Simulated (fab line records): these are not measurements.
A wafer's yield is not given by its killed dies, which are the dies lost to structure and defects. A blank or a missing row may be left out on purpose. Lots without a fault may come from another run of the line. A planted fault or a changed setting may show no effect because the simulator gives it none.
Code-filled problem report in 8D (eight disciplines) form -- flow nand-harc -- the parts of the form that need people (team, actions taken, sign-off) are left out

== 1. WHAT IS WRONG ==
A mean of 206.5 W is read at NHARC_A_STAIRCASE_DEP_280 for rf-fwd-power-W, taken on 1 wafer of 1 lot, against 348.5 W (standard deviation 1.2) on wafers free of any fault. So: -99 or more standard deviations from the usual mean.
The step: deposits SiON, target thk 30 nm.
First observed at day 22 18:19: wafer L880.3, on pecvd-04. Wafers with a number at this step in the record: 36, from 12 lots. The rule behind "out" and "out of limits": a value lying over 4 standard deviations away from the usual mean. Any other wafer with a number is counted as sound.

== 2. WHAT IT IS, AND WHAT IT ISN'T ==
question,is,is not
which readings at this step,rf-fwd-power-W,heater-power-w
which lots,L880,"L865, L867, L868, L871, L872, L877, L883, L885, L886, L887, L888"
which wafers of those lots,L880.3,"L880.1, L880.2"
read on which tools,pecvd-04,"pecvd-01, pecvd-02"
when,from day 22 18:19,"up to then (20 sound wafers); but 15 sound wafers of L883, L885, L886, L887, L888 came after"

== 3. THE SUSPECTS, EACH WITH WHAT RULES IT OUT ==
Counting: if a tool at a process step up to the reading ran every lot that is out, it stays a suspect. Sound lots after the first of them don't rule it out here, since some wafers of a struck lot are sound.
- rie-diel-04 at NHARC_A_STAIRCASE_DESCUM_252 (chemistry O2, time 3 s): kept. It processed L880, the lot that is out, at day 22 07:58, and its most recent sound lot before then was L871 at day 18 11:51.
- rie-diel-04 at NHARC_A_STAIRCASE_ETCH_253 (etches the open film in C4F8/O2, target depth 50 nm, time 20.2 s): kept. It processed L880, the lot that is out, at day 22 08:03, and its most recent sound lot before then was L871 at day 18 11:57.
- rie-diel-04 at NHARC_A_STAIRCASE_ETCH_271 (etches the open film in CF4/CHF3): kept. It processed L880, the lot that is out, at day 22 12:11, and its most recent sound lot before then was L877 at day 21 04:59.
- pecvd-04 at NHARC_A_STAIRCASE_DEP_280 (deposits SiON, target thk 30 nm): kept. It processed L880, the lot that is out, at day 22 18:19, and its most recent sound lot before then was L871 at day 18 22:47. Its own rf-fwd-power-W readings are out on those wafers.
- Within rie-diel-04 at NHARC_A_STAIRCASE_DESCUM_252: the wafers that are out ran in chamber 0; their sound lot-mates ran in chambers 1, 3.
- Within rie-diel-04 at NHARC_A_STAIRCASE_ETCH_253: the wafers that are out ran in chamber 1; their sound lot-mates ran in chambers 2, 3.
- Within rie-diel-04 at NHARC_A_STAIRCASE_ETCH_271: the wafers that are out ran in chamber 2; their sound lot-mates ran in chambers 0, 3.
- Within pecvd-04 at NHARC_A_STAIRCASE_DEP_280: the wafers that are out ran in chamber 0; their sound lot-mates ran in chambers 1, 2.
Left after counting: rie-diel-04 at NHARC_A_STAIRCASE_DESCUM_252, rie-diel-04 at NHARC_A_STAIRCASE_ETCH_253, rie-diel-04 at NHARC_A_STAIRCASE_ETCH_271, pecvd-04 at NHARC_A_STAIRCASE_DEP_280.

== 4. THE CAUSE (what the simulator had put in) ==
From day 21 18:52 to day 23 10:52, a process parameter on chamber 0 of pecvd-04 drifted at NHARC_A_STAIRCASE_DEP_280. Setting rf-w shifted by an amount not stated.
After counting, 4 suspects remain, this tool included.

== 5. SEQUENCE OF EFFECTS, ordered by route ==
One row per reading whose mean, taken over the struck wafers that have a number, lies over 3 standard deviations from the usual. Only readings for which the record gives a usual standard deviation are gone through. hours: the time from each lot's start at the first step in this table that gives one to its start at this step, as a median over the lots. sigmas: the change in usual standard deviations.
hours,step,reading,usual,on struck wafers,change,sigmas
0,NHARC_A_STAIRCASE_DEP_280,rf-fwd-power-W,348.5 W,206.5,-142.0,-99 or more
0,NHARC_A_STAIRCASE_DEP_280,showerhead-vpp-V,1188 V,915,-273,-3.2
Here are the process steps it includes:
- NHARC_A_STAIRCASE_DEP_280: deposits SiON, target thk 30 nm.
At these later measuring or inspecting steps, every struck wafer for which the step has a row has a number for every such reading, and none has moved that far: NHARC_END_SORT_01.

== 6. HOW IT WOULD HAVE BEEN CAUGHT EARLIER ==
In this record the first reading out of limits was taken at day 22 18:19, 23 hours after the fault began at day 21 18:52.
